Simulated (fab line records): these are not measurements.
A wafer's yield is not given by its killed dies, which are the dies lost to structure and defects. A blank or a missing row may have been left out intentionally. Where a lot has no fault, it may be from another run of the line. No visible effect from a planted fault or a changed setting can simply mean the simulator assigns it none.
Matching of chambers ; flow nandHarc ; pecvd-01 running NHARC_A_SGD_CUT_DEP_00: 3 sister chambers
The step deposits SiNx, target thk 50 nm. 3 wafers are shown with their chamber, then 7 later ones without.

== WAFERS PAIRED WITH THEIR CHAMBERS ==
wafer;chamber;heaterPowerW (W)
L779.6;0;866
L783.4;1;579
L783.5;2;610

== WAFERS WHOSE CHAMBER IS MISSING ==
wafer;heaterPowerW (W)
L783.6;863
L790.3;541
L790.5;552
L790.6;690
L791.2;851
L791.3;704
L791.6;576

== CHAMBER TAKEN BY EACH ==
wafer;from the rows above;in truth
L783.6;0;0
L790.3;can't be placed: 1 or 2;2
L790.5;can't be placed: 1 or 2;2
L790.6;can't be placed: 2 or 1 or 0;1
L791.2;0;0
L791.3;can't be placed: 2 or 1 or 0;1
L791.6;can't be placed: 1 or 2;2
Correct placement for 2 of the 7. Unplaceable from these rows: 5, with the true chamber sitting among the candidates in 5. 0 placed wrongly.
How it was worked out, from the rows above alone: a wafer's distance from a chamber is the root of the sum, over the readings, of the square of ((its reading less the chamber's mean) divided by the reading's scatter). If the next closest chamber is less than 2 further off than the closest, the wafer can't be placed; otherwise it belongs to the closest. For every chamber, the mean is computed from those of its wafers that are shown. The scatter: root of mean squared gap, hidden wafer to nearest shown wafer, with one shown wafer a chamber.
